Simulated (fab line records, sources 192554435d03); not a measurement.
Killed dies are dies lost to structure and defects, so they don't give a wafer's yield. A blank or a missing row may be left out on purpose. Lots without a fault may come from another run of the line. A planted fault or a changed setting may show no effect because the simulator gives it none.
Split-lot experiment | flow n5_finfet | 7 lots, 21 wafers read, on a route of 1938 steps

THE SPLIT
At N5_BEOL_M0_CUTY_COAT_50 (time 60 s, resist thk 15 nm), the setting spin_rpm was moved away from the recipe's 1500 rpm on 8 of the 21 wafers read, by -11.1% to +8.9%. The other wafers ran this setting at the recipe's value.

The reading is taken at the split's own step.

THE READING
SiARC_of_BEOL_M0_CUTY_COAT_50.thk_nm (the simulator's own value, which no gauge read), in nm, at N5_BEOL_M0_CUTY_COAT_50 (time 60 s, resist thk 15 nm). The file gives no usual value for it.

wafer  | tool, chamber at the split | spin_rpm as run, rpm | against the recipe | SiARC_of_BEOL_M0_CUTY_COAT_50.thk_nm, nm | against lot-mates on the recipe
L075.2 | litho_track-02, 0          | 1500                 | recipe             | 15                                       | -
L075.6 | litho_track-02, 0          | 1500                 | recipe             | 15                                       | -
L075.3 | litho_track-02, 0          | 1367                 | -8.9%              | 15.6                                     | +0.6
L077.1 | litho_track-03, 0          | 1500                 | recipe             | 15                                       | -
L077.4 | litho_track-03, 0          | 1500                 | recipe             | 15                                       | -
L077.5 | litho_track-03, 0          | 1500                 | recipe             | 15                                       | -
L082.2 | litho_track-02, 0          | 1500                 | recipe             | 15                                       | -
L082.4 | litho_track-02, 0          | 1500                 | recipe             | 15                                       | -
L082.5 | litho_track-02, 0          | 1500                 | recipe             | 15                                       | -
L083.2 | litho_track-03, 0          | 1333                 | -11.1%             | 16                                       | +1.0
L083.3 | litho_track-03, 0          | 1500                 | recipe             | 15                                       | -
L083.6 | litho_track-03, 0          | 1333                 | -11.1%             | 15.8                                     | +0.8
L088.1 | litho_track-02, 0          | 1500                 | recipe             | 15                                       | -
L088.2 | litho_track-02, 0          | 1355                 | -9.7%              | 15.8                                     | +0.8
L088.6 | litho_track-02, 0          | 1355                 | -9.7%              | 15.8                                     | +0.8
L089.1 | litho_track-02, 0          | 1500                 | recipe             | 15                                       | -
L089.3 | litho_track-02, 0          | 1500                 | recipe             | 15                                       | -
L089.4 | litho_track-02, 0          | 1634                 | +8.9%              | 14.4                                     | -0.6
L097.2 | litho_track-03, 0          | 1500                 | recipe             | 15                                       | -
L097.4 | litho_track-03, 0          | 1391                 | -7.3%              | 15.6                                     | +0.6
L097.5 | litho_track-03, 0          | 1391                 | -7.3%              | 15.6                                     | +0.6

THE FIT
A straight line over all 21 wafers: SiARC_of_BEOL_M0_CUTY_COAT_50.thk_nm changes by -0.0776 nm for each +1% of spin_rpm; r = -0.99; the points scatter about the line by 0.048 nm.
The same after taking each lot's own level away (the mean of its wafers on the recipe; 21 wafers): -0.0776 nm for each +1%; r = -0.99; scatter 0.048 nm.
On that fit, the largest move of spin_rpm shifts the reading by 0.86 nm.
The lots' own levels span 15.00 to 15.00 nm.
So the lot-to-lot level changes the slope little: the two slopes agree.
Check: with one of the wafers moved furthest among these (-11.1%) left out of the fit, the line predicts +0.849 nm for it against its lot-mates. It came out at +1 nm against them.

OTHER SPLITS ON THESE WAFERS
These wafers also went through other splits before the reading. Each is held against what the fit with the lots' levels taken away leaves over:
other split on the same wafers       | wafers away from the commonest value | r with SiARC_of_BEOL_M0_CUTY_COAT_50.thk_nm (lot level and that fit taken away)
N5_SD_EPI_N_EPI_21 time_s            | 3                                    | +0.10
N5_SD_EPI_P_EXPOSE_06 dose_mj        | 6                                    | +0.05
N5_SD_EPI_P_EPI_21 time_s            | 2                                    | -0.10
N5_SD_ACTIVATION_LSA_01 temp_c       | 6                                    | +0.12
N5_HKMG_FIN_COAT_41 spin_rpm         | 8                                    | -0.39
N5_GATE_CUT_ETCH_58 source_w         | 6                                    | +0.10
N5_GATE_CUT_COAT_27 spin_rpm         | 7                                    | +0.01
N5_MOL_CONTACT_COAG_ALD_27 time_s    | 8                                    | -0.35
N5_MOL_CONTACT_COAG_ETCH_67 source_w | 7                                    | -0.13
N5_BEOL_M0_SAQP_ALD_48 ald_cycles    | 10                                   | +0.18

THE FILE'S OWN FIT
SiARC_of_BEOL_M0_CUTY_COAT_50.thk_nm changes by -0.0765 nm for each +1% of spin_rpm, r = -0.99.
